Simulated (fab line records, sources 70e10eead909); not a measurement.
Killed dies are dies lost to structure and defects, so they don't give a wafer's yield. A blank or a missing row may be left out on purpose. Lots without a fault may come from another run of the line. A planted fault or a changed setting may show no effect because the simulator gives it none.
Which tool did it? | flow nand_harc | 11 lots, 33 wafers sampled, at 5 steps of a route of 1302

WHAT THE GAUGES READ, wafer by wafer
NHARC_A_M0_OVL_MEAS_10: pitch 160 nm.
lot  | measured     | on         | overlay_x_nm (nm) | overlay_y_nm (nm)
L188 | day 22 22:53 | overlay-02 | 0.6 0.6 1.1       | 0.5 0.7 0.7
L189 | day 23 01:56 | overlay-02 | 1.0 0.6 1.4       | -0.7 -0.1 -0.6
L190 | day 23 23:06 | overlay-02 | 0.0 0.5 0.4       | 1.9 1.8 1.7
L194 | day 24 09:23 | overlay-01 | 1.0 0.8 0.4       | -0.3 -0.4 0.6
L199 | day 27 17:55 | overlay-01 | 1.7 2.3 2.4       | -0.2 0.3 0.3
L200 | day 27 18:58 | overlay-02 | -0.4 0.1 0.2      | -0.6 -0.8 -1.2
L201 | day 29 01:57 | overlay-02 | -0.2 -0.2 -0.7    | -0.3 -0.6 -0.4
L208 | day 31 12:04 | overlay-01 | -1.5 -1.5 -2.1    | 0.6 1.0 0.9
L209 | day 31 21:07 | overlay-02 | -0.6 -0.2 -0.1    | 0.8 0.5 0.8
L211 | day 32 09:41 | overlay-02 | -0.7 -1.2 -0.7    | 0.9 0.6 1.1
L210 | day 33 04:26 | overlay-01 | 0.7 -0.3 -0.4     | -0.3 -0.4 -0.8

NHARC_END_SORT_01.
lot  | measured     | on        | defect_limited_yield (%) | killed_at_array | killed_at_other | killed_at_periphery | killed_dies | killed_open | killed_short | sort_bin_2_pct (%) | sort_bin_3_pct (%) | sort_bin_4_pct (%) | sort_n_pass | sort_rim_yield_pct (%) | sort_yield_pct (%)
L201 | day 30 21:21 | prober-01 | 89.2 91.9 88.9           | 65 45 62        | 3 2 0           | 5 8 13              | 73 55 75    | 4 2 5       | 4 0 4        | 3.4 2.5 3.1        | 0.7 0.4 0.7        | 6.6 5.2 7.2        | 604 622 602 | 92 96 94               | 89.2 91.9 88.9

WHICH TOOL RAN EACH LOT (tool, then ch and the chambers of the sampled wafers, then the start)
lot  | NHARC_A_BLC_ETCH_17                           | NHARC_A_M0_SOFTBAKE_04            | NHARC_A_M0_DESCUM_14
L188 | rie_diel-04 ch 0,1, day 22 22:00 or earlier   | litho_track-04 ch 0, day 22 22:00 | rie_diel-05 ch 0,1, day 22 22:59
L189 | rie_diel-04 ch 0,1, day 23 01:00 or earlier   | litho_track-01 ch 0, day 23 01:00 | rie_diel-05 ch 1,2,3, day 23 02:02
L190 | rie_diel-07 ch 1,2,3, day 23 22:00 or earlier | litho_track-06 ch 0, day 23 22:00 | rie_diel-01 ch 1,2,3, day 23 23:13
L194 | rie_diel-04 ch 0,1, day 24 08:00 or earlier   | litho_track-01 ch 0, day 24 08:00 | rie_diel-08 ch 0,1, day 24 09:29
L199 | rie_diel-07 ch 1,2,3, day 27 17:00 or earlier | litho_track-01 ch 0, day 27 17:00 | rie_diel-08 ch 0,1,3, day 27 18:01
L200 | rie_diel-06 ch 0,1,3, day 27 18:00 or earlier | litho_track-01 ch 0, day 27 18:00 | rie_diel-01 ch 0,1,3, day 27 19:05
L201 | rie_diel-04 ch 1,3, day 29 01:00 or earlier   | litho_track-01 ch 0, day 29 01:00 | rie_diel-08 ch 1,2, day 29 02:02
L208 | rie_diel-04 ch 0,1,3, day 31 11:00 or earlier | litho_track-01 ch 0, day 31 11:00 | rie_diel-05 ch 0,3, day 31 12:11
L209 | rie_diel-06 ch 0,2,3, day 31 20:00 or earlier | litho_track-01 ch 0, day 31 20:00 | rie_diel-05 ch 0,1,2, day 31 21:13
L211 | rie_diel-07 ch 0,2,3, day 32 09:00 or earlier | litho_track-04 ch 0, day 32 09:00 | rie_diel-08 ch 0,2,3, day 32 09:47
L210 | rie_diel-07 ch 0,2, day 33 03:00 or earlier   | litho_track-04 ch 0, day 33 03:00 | rie_diel-05 ch 2,3, day 33 04:31
- NHARC_A_BLC_ETCH_17: etches the open film in N2/H2, target depth 390 nm, time 609.38 s.
- NHARC_A_M0_SOFTBAKE_04: time 55 s.
- NHARC_A_M0_DESCUM_14: chemistry O2, time 3 s.

WHAT THE TOOLS THEMSELVES READ (means of the sampled wafers that have a number; where no wafer has one, the mark that the record gives instead)
NHARC_A_BLC_ETCH_17.
lot  | tool        | drypump_motor_current_A (A) | oes_product_au (a.u.) | rf_vpp_V (V) | showerhead_plenum_p_Torr (Torr) | throttle_valve_pct (%)
L188 | rie_diel-04 | 5.8                         | 0.993                 | 427.9        | 1.94                            | 14.174
L189 | rie_diel-04 | 5.8                         | 0.987                 | 428.3        | 1.94                            | 14.179
L190 | rie_diel-07 | 6.1                         | 1.003                 | 427.7        | 1.96                            | 14.168
L194 | rie_diel-04 | 5.7                         | 0.999                 | 429.4        | 1.99                            | 14.169
L199 | rie_diel-07 | 6.1                         | 1.009                 | 427.6        | 1.96                            | 14.171
L200 | rie_diel-06 | 6.0                         | 1.002                 | 430.4        | 2.02                            | 14.176
L201 | rie_diel-04 | 6.1                         | 1.002                 | 428.0        | 1.95                            | 14.163
L208 | rie_diel-04 | 5.9                         | 0.994                 | 427.7        | 1.95                            | 14.174
L209 | rie_diel-06 | 5.8                         | 0.996                 | 431.2        | 2.05                            | 14.170
L211 | rie_diel-07 | 5.9                         | 1.003                 | 430.1        | 2.03                            | 14.178
L210 | rie_diel-07 | 5.9                         | 1.008                 | 432.6        | 2.12                            | 14.171

NHARC_A_M0_SOFTBAKE_04.
lot  | tool           | heater_power_total_W (W) | plate_temp_C (C)
L188 | litho_track-04 | 188.49                   | 104.84
L189 | litho_track-01 | 188.55                   | 105.06
L190 | litho_track-06 | 188.53                   | 105.08
L194 | litho_track-01 | 188.45                   | 105.07
L199 | litho_track-01 | 188.41                   | 104.99
L200 | litho_track-01 | 188.43                   | 104.99
L201 | litho_track-01 | 188.34                   | 104.90
L208 | litho_track-01 | 164.79                   | 105.02
L209 | litho_track-01 | 164.82                   | 104.96
L211 | litho_track-04 | 188.52                   | 104.88
L210 | litho_track-04 | 188.46                   | 104.96

NHARC_A_M0_DESCUM_14.
lot  | tool        | drypump_motor_current_A (A) | oes_product_au (a.u.) | rf_vpp_V (V) | showerhead_plenum_p_Torr (Torr) | throttle_valve_pct (%)
L188 | rie_diel-05 | 5.3                         | 0.985                 | 57.3         | 1.92                            | 11.305
L189 | rie_diel-05 | 5.6                         | 1.002                 | 57.4         | 1.91                            | 11.318
L190 | rie_diel-01 | 5.9                         | 0.986                 | 57.9         | 1.94                            | 11.312
L194 | rie_diel-08 | 5.7                         | 0.991                 | 57.5         | 1.87                            | 11.301
L199 | rie_diel-08 | 5.3                         | 1.001                 | 58.2         | 1.89                            | 11.318
L200 | rie_diel-01 | 6.2                         | 1.004                 | 58.1         | 2.00                            | 11.312
L201 | rie_diel-08 | 6.2                         | 0.998                 | 58.3         | 1.97                            | 11.317
L208 | rie_diel-05 | 5.4                         | 1.014                 | 57.9         | 1.94                            | 11.295
L209 | rie_diel-05 | 5.3                         | 0.994                 | 57.9         | 1.93                            | 11.314
L211 | rie_diel-08 | 5.5                         | 0.999                 | 58.2         | 1.93                            | 11.310
L210 | rie_diel-05 | 5.7                         | 1.002                 | 57.3         | 1.93                            | 11.311

THE ANSWER, worked out from the rows above alone
Rule: what is usual is taken from the lots themselves. Put in order of their means at a reading, lots are off if they are a third of the lots or fewer, leave a main group of 4 or more, and stand apart from it by a gap of 3 or more times the standard deviation of the main group's means; of several such gaps the widest counts. A main group whose means are all the same, to the digits that the tables above print for the reading, isn't used. A lot without any number at a reading at which 4 lots or more have one is off too. The other lots that the step has rows for count as sound. The gauges are gone through in route order, then the tools' own readings, and for those a lot's mean is taken as printed above. The first step at which some lot is off is used, and at that step the reading that is off furthest; a lot without a number counts as furthest.
Off: L208, L209, at NHARC_A_M0_SOFTBAKE_04 (heater_power_total_W). The main group: mean 188.46 W, standard deviation 0.063.
A tool fits if, at that step or a process step before it, it ran every lot that is off, and no sound lot after the first of them. NHARC_A_BLC_ETCH_17 gives no start for some lots, so the hours and the order of its lots are those of NHARC_A_M0_SOFTBAKE_04. One fits: litho_track-01 at NHARC_A_M0_SOFTBAKE_04. Its last sound lot is L201 (day 29 01:00), its first lot that is off L208 (day 31 11:00): a fault that began between those two fits.
The tool's own readings at NHARC_A_M0_SOFTBAKE_04 bear it out: on the lots that are off they differ by more than 5 times the standard deviation of the sound lots' means. heater_power_total_W reads 164.81 W there against 188.46 W on the sound lots.

WHAT THE SIMULATOR HAD PUT IN
Process parameter drift: litho_track-01, from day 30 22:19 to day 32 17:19, at NHARC_A_M0_SOFTBAKE_04. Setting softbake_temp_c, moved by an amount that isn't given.
Lots struck among those shown: L208, L209. The rule above found the same.
